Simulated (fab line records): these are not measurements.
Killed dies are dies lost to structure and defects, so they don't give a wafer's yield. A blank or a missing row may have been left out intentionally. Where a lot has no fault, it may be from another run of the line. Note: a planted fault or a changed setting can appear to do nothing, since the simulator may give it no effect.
Split-lot experiment || flow n5 finfet || route with 1938 steps; 7 lots, 21 wafers read

== SPLIT DETAILS ==
At N5_WELL_APT_EXPOSE_05 (exposes mask NWELL, defocus 0 nm, target cd 200 nm), the setting dose mj was moved away from the recipe's 20.3 on 8 of the 21 wafers read, by -6.3% to +3.3%. For the rest of the wafers, this setting stayed at what the recipe calls for.

== FROM THE SPLIT TO THE READING: what the file shows between them, 2 steps ==
- N5_WELL_APT_DEVELOP_07: develop time 45 s (also split here: develop time s)
- N5_WELL_APT_HARDBAKE_12: time 120 s

== THE READING ==
cd nm at N5_WELL_APT_CD_MEAS_08, given in nm (cd target 200 nm). A value of 199.5 nm with a standard deviation of 1.4 nm is what fault-free wafers of this fab line usually give.

{"wafer": "L075.2", "tool, chamber at the split": "krf scanner-01, 0", "dose mj as run": 19.62, "against the recipe": "-3.3%", "cd nm, nm": 194.8, "against lot-mates on the recipe": -5.6}
{"wafer": "L075.3", "tool, chamber at the split": "krf scanner-01, 0", "dose mj as run": 20.3, "against the recipe": "recipe", "cd nm, nm": 201.5, "against lot-mates on the recipe": "-"}
{"wafer": "L075.6", "tool, chamber at the split": "krf scanner-01, 0", "dose mj as run": 20.3, "against the recipe": "recipe", "cd nm, nm": 199.3, "against lot-mates on the recipe": "-"}
{"wafer": "L083.1", "tool, chamber at the split": "krf scanner-02, 0", "dose mj as run": 20.3, "against the recipe": "recipe", "cd nm, nm": 196.6, "against lot-mates on the recipe": "-"}
{"wafer": "L083.4", "tool, chamber at the split": "krf scanner-02, 0", "dose mj as run": 20.3, "against the recipe": "recipe", "cd nm, nm": 198.8, "against lot-mates on the recipe": "-"}
{"wafer": "L083.5", "tool, chamber at the split": "krf scanner-02, 0", "dose mj as run": 20.3, "against the recipe": "recipe", "cd nm, nm": 200.3, "against lot-mates on the recipe": "-"}
{"wafer": "L086.3", "tool, chamber at the split": "krf scanner-02, 0", "dose mj as run": 20.3, "against the recipe": "recipe", "cd nm, nm": 199.0, "against lot-mates on the recipe": "-"}
{"wafer": "L086.5", "tool, chamber at the split": "krf scanner-02, 0", "dose mj as run": 20.3, "against the recipe": "recipe", "cd nm, nm": 199.7, "against lot-mates on the recipe": "-"}
{"wafer": "L086.6", "tool, chamber at the split": "krf scanner-02, 0", "dose mj as run": 19.79, "against the recipe": "-2.5%", "cd nm, nm": 196.7, "against lot-mates on the recipe": -2.7}
{"wafer": "L087.2", "tool, chamber at the split": "krf scanner-01, 0", "dose mj as run": 19.03, "against the recipe": "-6.3%", "cd nm, nm": 187.7, "against lot-mates on the recipe": -12.8}
{"wafer": "L087.3", "tool, chamber at the split": "krf scanner-01, 0", "dose mj as run": 20.3, "against the recipe": "recipe", "cd nm, nm": 200.5, "against lot-mates on the recipe": "-"}
{"wafer": "L087.6", "tool, chamber at the split": "krf scanner-01, 0", "dose mj as run": 19.03, "against the recipe": "-6.3%", "cd nm, nm": 191.0, "against lot-mates on the recipe": -9.5}
{"wafer": "L091.2", "tool, chamber at the split": "krf scanner-02, 0", "dose mj as run": 19.06, "against the recipe": "-6.1%", "cd nm, nm": 189.4, "against lot-mates on the recipe": -11.2}
{"wafer": "L091.3", "tool, chamber at the split": "krf scanner-02, 0", "dose mj as run": 19.06, "against the recipe": "-6.1%", "cd nm, nm": 189.7, "against lot-mates on the recipe": -10.9}
{"wafer": "L091.5", "tool, chamber at the split": "krf scanner-02, 0", "dose mj as run": 20.3, "against the recipe": "recipe", "cd nm, nm": 200.6, "against lot-mates on the recipe": "-"}
{"wafer": "L093.2", "tool, chamber at the split": "krf scanner-01, 0", "dose mj as run": 20.96, "against the recipe": "+3.3%", "cd nm, nm": 204.3, "against lot-mates on the recipe": "+6.4"}
{"wafer": "L093.5", "tool, chamber at the split": "krf scanner-01, 0", "dose mj as run": 20.96, "against the recipe": "+3.3%", "cd nm, nm": 203.1, "against lot-mates on the recipe": "+5.2"}
{"wafer": "L093.6", "tool, chamber at the split": "krf scanner-01, 0", "dose mj as run": 20.3, "against the recipe": "recipe", "cd nm, nm": 197.9, "against lot-mates on the recipe": "-"}
{"wafer": "L095.2", "tool, chamber at the split": "krf scanner-02, 0", "dose mj as run": 20.3, "against the recipe": "recipe", "cd nm, nm": 199.4, "against lot-mates on the recipe": "-"}
{"wafer": "L095.3", "tool, chamber at the split": "krf scanner-02, 0", "dose mj as run": 20.3, "against the recipe": "recipe", "cd nm, nm": 200.9, "against lot-mates on the recipe": "-"}
{"wafer": "L095.6", "tool, chamber at the split": "krf scanner-02, 0", "dose mj as run": 20.3, "against the recipe": "recipe", "cd nm, nm": 199.4, "against lot-mates on the recipe": "-"}

THE FIT
A straight line over all 21 wafers: cd nm changes by +1.55 nm for each +1% of dose mj; r = +0.96; the points scatter about the line by 1.3 nm.
The same after taking each lot's own level away (the mean of its wafers on the recipe; 21 wafers): +1.77 nm for each +1%; r = +0.98; scatter 1 nm.
Per that fit: largest dose mj move, reading shift of 11 nm.
From 197.90 to 200.60 nm: that is the span of the lots' own levels, equal to 1.9 times the standard deviation above.
Thus the slope moves with the lot-to-lot level: the two fits are different.
Check: -10.5 nm against its lot-mates is what the line predicts for one of the wafers moved furthest among these (-6.3%) when that wafer is left out of the fit. It came out at -12.8 nm against them.

== THESE WAFERS: OTHER SPLITS ==
Other splits were also applied to these wafers ahead of the reading. Each is held against what the fit with the lots' levels taken away leaves over:
{"other split on the same wafers": "N5_WELL_APT_DEVELOP_07 develop time s", "wafers away from the commonest value": 8, "r with cd nm (lot level and that fit taken away)": "+0.14"}

== THE WHOLE CHAIN: every reading that the file lists as answering this split, in the file's order ==
{"step": "N5_WELL_APT_CD_MEAS_08", "what it does": "target cd 200 nm", "reading": "cd nm", "change (the file's fit)": "+1.73 nm for each +1% of the setting", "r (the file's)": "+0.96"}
{"step": "N5_WELL_APT_DESCUM_13", "what it does": "chemistry O2, time 7.9 s", "reading": "WELL_APT.cd nm (the simulator's own value, which no gauge read)", "change (the file's fit)": "+1.73 nm for each +1% of the setting", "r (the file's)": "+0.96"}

== FILE'S OWN FIT ==
cd nm changes by +1.73 nm for each +1% of dose mj, r = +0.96.
